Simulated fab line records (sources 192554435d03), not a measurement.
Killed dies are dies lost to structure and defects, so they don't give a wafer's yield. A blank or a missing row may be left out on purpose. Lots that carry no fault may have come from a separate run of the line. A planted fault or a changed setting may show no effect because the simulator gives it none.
A lot that was struck, set against a sound lot ; flow n5_finfet ; 41 steps out of a route of 1938
Sound: the wafers L778.3, L778.4, L778.5. Struck: wafers L772.2, L772.3 (left out: L772.5, a lot-mate that was not struck); the cause follows at the end.
Order at every step that has rows: each side's tool, ch and its chambers, its first start. Under that, the readings that differ: sound wafers ; struck wafers ; difference of the means ; sigmas: that difference in standard deviations of wafers without a fault.
alike: readings with means less than 2 such deviations apart, plus words and numbers identical on both sides. not compared: withheld readings, readings lacking a value on some wafer, bounds such as >300 that could conceal the same value, and numbers that have no deviation in the record and whose values overlap.
The two part at a step that has a row with sigmas, a row that says differs or no value, or rows on one side only. When numbers do not overlap yet have no deviation, they are printed without sigmas and do not part them. Lack of a reading on every wafer of one side parts them only where that side has two or more wafers.

N5_BEOL_M2_ANNEAL_82: time 240 s.
  struck on pvd_sputter-03, day 8 05:14; sound on pvd_sputter-02, day 9 21:16
reading;sound;struck;difference;sigmas
heater_power_w (W);1052 920 884;788 828;-144;-2
then, 3 steps without rows for these wafers: N5_BEOL_M2_SPUTTER_86 (material Cu, target thk 4.5 nm, time 8.29 s); N5_BEOL_M2_ANNEAL_87 (time 240 s); N5_BEOL_M2_SPUTTER_88 (material Cu, target thk 4.5 nm, time 8.29 s).
N5_BEOL_M2_ANNEAL_89: time 240 s.
  struck on pvd_sputter-03, day 8 05:40; sound on pvd_sputter-02, day 9 21:43
reading;sound;struck;difference;sigmas
heater_power_w (W);1068 910 864;814 789;-146;-2
then, 1 step without rows for these wafers: N5_BEOL_M2_SPUTTER_90 (material Cu, target thk 4.5 nm, time 8.29 s).
N5_BEOL_M2_ANNEAL_91: time 240 s.
  struck on pvd_sputter-03, day 8 05:53; sound on pvd_sputter-02, day 9 21:56
  alike: heater_power_w
then, 4 steps without rows for these wafers: N5_BEOL_M2_SPUTTER_92 (material Cu, target thk 4.5 nm, time 8.29 s); N5_BEOL_M2_ANNEAL_93 (time 240 s); N5_BEOL_M2_SPUTTER_94 (material Cu, target thk 4.5 nm, time 8.29 s); N5_BEOL_M2_ANNEAL_95 (time 240 s).
N5_BEOL_M2_SPUTTER_96: material Cu, target thk 4.5 nm, time 8.29 s.
  struck on pvd_sputter-03, day 8 06:28; sound on pvd_sputter-02, day 9 22:31
  alike: throttle_valve_pct
N5_BEOL_M2_ECD_50: material Cu, target thk 300 nm.
  sound on ecd_cu-02 ch 0,1, day 9 22:39; struck on ecd_cu-01 ch 0,1, day 8 06:35
then, 2 steps without rows for these wafers: N5_BEOL_M2_ANNEAL_51 (time 90 s); N5_BEOL_M2_CMP_52 (polishes, stops on SiOC, t overpolish 6.8 s, target thk 40 nm).
N5_BEOL_M2_THK_MEAS_53: measures by xrf.
  struck on film_metro-02, day 8 07:16; sound on film_metro-02, day 9 23:18
  alike: M2_THK
then, 4 steps without rows for these wafers: N5_BEOL_M2_PRE_CLEAN_60 (time 15 s); N5_BEOL_M2_CO_CAP_55 (material Co, precursor CCTBA/H2, target thk 2 nm, time 102.1 s); N5_BEOL_M2_PRE_CLEAN_56 (time 15 s); N5_BEOL_M2_DEP_57 (deposits SiCN from 3MS/NH3, target thk 8 nm, time 14 s).
N5_BEOL_M2_RS_MEAS_58: uses a four-point probe to measure.
  struck on film_metro-01, day 8 07:32; sound on film_metro-01, day 9 23:37
  alike: M2_RS
then, 1 step without rows for these wafers: N5_BEOL_M3_ILD_DEP_00 (deposits SiOC from DEMS/O2, target thk 79 nm, time 15.3 s).
N5_BEOL_M3_THK_MEAS_01:
  struck on film_metro-02, day 8 07:40; sound on film_metro-02, day 9 23:46
  alike: M3_ILD_THK
then, 11 steps without rows for these wafers: N5_BEOL_M3_PECVD_72 (deposits SiO2 from TEOS/O2, target thk 16 nm, time 18 s); N5_BEOL_M3_HM_DEP_02 (deposits TiN, target thk 20 nm); N5_BEOL_M3_COAT_61 (time 60 s, resist thk 60 nm); N5_BEOL_M3_COAT_62 (time 60 s, resist thk 12 nm); N5_BEOL_M3_COAT_73 (time 60 s, resist thk 5 nm); N5_BEOL_M3_COAT_05 (resist thk 30 nm); N5_BEOL_M3_EBR_07; N5_BEOL_M3_SOFTBAKE_06 (time 60 s); N5_BEOL_M3_EXPOSE_08 (exposes mask M3); N5_BEOL_M3_PEB_09 (peb time 60 s); N5_BEOL_M3_DEVELOP_10 (develop time 30 s).
N5_BEOL_M3_CD_MEAS_11 targets a cd of 17.05 nm.
  sound on cd_sem-03 ch 0, day 10 02:21; struck on cd_sem-01 ch 0, day 8 09:23
  alike: cd_nm
N5_BEOL_M3_OVL_MEAS_12:
  sound on overlay-01 ch 0, day 10 02:23; struck on overlay-02 ch 0, day 8 09:25
  alike: M3_OVL
then, 2 steps without rows for these wafers: N5_BEOL_M3_DESCUM_16 (chemistry O2, time 7 s); N5_BEOL_M3_ETCH_74 (etches underlayer in N2/H2, target depth 6.5 nm, time 5.2 s).
N5_BEOL_M3_ETCH_63: etches SiARC in CF4, target depth 15.6 nm, time 26 s.
  sound on rie_diel-01 ch 0,1, day 10 02:59; struck on rie_diel-01 ch 1,2, day 8 09:41
reading;sound;struck;difference;sigmas
etch_rf_on_time_s (s);26.5 26.2 26.4;25.7 25.2;-0.9;-2
  alike: bias_w, drypump_motor_current_A, oes_product_au, rf_vpp_V, showerhead_plenum_p_Torr, throttle_valve_pct
  not compared: rf_hours_counter_h
then, 1 step without rows for these wafers: N5_BEOL_M3_ETCH_64 (etches SOC in N2/H2, target depth 75 nm, overetch 15 nm, time 112.5 s).
-- a jump in the record: the struck wafers' starts before and after are 5 days apart (it breaks off in module BEOL_M3 and resumes in module PASSIVATION, where the first step shown is number 1936 of the route) --
N5_PASSIVATION_PROBE_49:
  the record has rows for the struck wafers here (prober-01, day 13 17:20) and none for the sound ones

WHERE THEY PART
First at N5_BEOL_M2_ANNEAL_82; last, within this record, at N5_PASSIVATION_PROBE_49.

WHY: what had been put in by the simulator
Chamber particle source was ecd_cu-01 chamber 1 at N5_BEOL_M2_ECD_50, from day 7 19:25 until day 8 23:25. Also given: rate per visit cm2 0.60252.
